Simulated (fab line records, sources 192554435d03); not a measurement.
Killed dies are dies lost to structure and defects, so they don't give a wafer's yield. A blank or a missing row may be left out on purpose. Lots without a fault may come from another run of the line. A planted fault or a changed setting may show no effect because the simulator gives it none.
A struck lot beside a sound one | flow n5_finfet | 15 steps out of a route of 1938
Sound: wafers L926.2, L926.3, L926.6. Struck: wafer L930.6. (L930.1, L930.5 of the same lot were not struck and are left out.) The cause comes at the end.
At each step with rows: each side's tool, then ch and its chambers, then its first start. Under that, the readings that differ: sound wafers | struck wafers | difference of the means | sigmas: that difference in standard deviations of wafers without a fault.
alike: readings whose means differ by less than 2 such deviations, and words and numbers that are the same on both sides. not compared: withheld readings, readings that some wafer has no value for, bounds like >300 that may hide the same value, and numbers for which the record gives no deviation and whose values overlap.
The two part at a step that has a row with sigmas, a row that says differs or no value, or rows on one side only. Numbers that don't overlap but have no deviation are shown without sigmas and don't part them. A reading that every wafer of one side lacks parts them only if that side has two wafers or more.

first, 1 step without rows for these wafers: N5_BEOL_M13_STRIP_69 (strips in N2/H2).
N5_BEOL_M13_TRENCH_ETCH_34: etches SiOC in C4F8/O2/Ar, target depth 413.47 nm, time 162.6 s.
  sound on rie_diel-04 ch 0,1,3, day 15 12:11; struck on rie_diel-06 ch 2, day 15 20:37
  alike: drypump_motor_current_A, oes_product_au, rf_vpp_V, showerhead_plenum_p_Torr, throttle_valve_pct
  not compared: rf_hours_counter_h
then, 1 step without rows for these wafers: N5_BEOL_M13_STRIP_70 (strips in C4F8/O2/Ar).
N5_BEOL_M13_OCD_MEAS_35:
  sound on ocd-02, day 15 12:22; struck on ocd-01, day 15 20:47
  alike: trench_depth_nm
N5_BEOL_M13_STRIP_37: strips in N2/H2.
  sound on plasma_asher-02 ch 0,1, day 15 12:28; struck on plasma_asher-01 ch 0, day 15 20:50
  alike: drypump_motor_current_A, h2_flow_sccm, heater_power_w, oes_product_au
  not compared: rf_hours_counter_h
N5_BEOL_M13_ETCH_38: etches SiCN in CF4/N2, target depth 67.5 nm, time 71.9 s.
  sound on rie_diel-01 ch 2,3, day 15 15:53; struck on rie_diel-01 ch 2, day 15 21:27
  alike: cf4_flow_sccm, drypump_motor_current_A, oes_product_au, rf_vpp_V, showerhead_plenum_p_Torr, throttle_valve_pct
  not compared: rf_hours_counter_h
then, 2 steps without rows for these wafers: N5_BEOL_M13_PRECLEAN_39 (cleans in residue remover, time 60 s); N5_BEOL_M13_SRD_40 (time 30 s, dry time 30 s).
N5_BEOL_M13_DEGAS_41: time 60 s.
  sound on pvd_sputter-03, day 15 16:25; struck on pvd_sputter-03, day 15 22:05
  alike: heater_power_w
N5_BEOL_M13_PRE_CLEAN_42: time 30 s.
  sound on pvd_sputter-03, day 15 16:28; struck on pvd_sputter-03, day 15 22:08
  alike: heater_power_w
then, 2 steps without rows for these wafers: N5_BEOL_M13_SPUTTER_43 (material TaN, target thk 15 nm, time 24.19 s); N5_BEOL_M13_SPUTTER_44 (material Ta, target thk 10 nm, time 16.13 s).
N5_BEOL_M13_SPUTTER_45: material Cu, target thk 80 nm, time 13.33 s.
  sound on pvd_sputter-03, day 15 16:40; struck on pvd_sputter-03, day 15 22:20
  reading                | sound             | struck | difference | sigmas
  cathode_dc_power_W (W) | 25996 26005 25998 | 29157  | +3157      | +99 or more
  alike: throttle_valve_pct
then, 1 step without rows for these wafers: N5_BEOL_M13_ECD_47 (material Cu, target thk 936 nm).
N5_PASSIVATION_PROBE_49:
  sound on prober-02, day 16 22:05; struck on prober-02, day 17 08:40
  alike: defect_limited_yield, killed_at_M0_to_M3, killed_at_M4_up, killed_at_contacts, killed_at_front_end, killed_at_other, killed_dies, killed_open, killed_short, sort_bin_5_function, sort_bin_6_memory, sort_n_pass, sort_yield_pct

WHERE THEY PART
Only at N5_BEOL_M13_SPUTTER_45, within this record. Later steps at which nothing parts them and some readings are alike: N5_PASSIVATION_PROBE_49.

WHY: what the simulator had put in
Process parameter drift: pvd_sputter-03, from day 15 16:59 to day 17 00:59, at N5_BEOL_M13_SPUTTER_45. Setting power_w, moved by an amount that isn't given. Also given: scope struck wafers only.
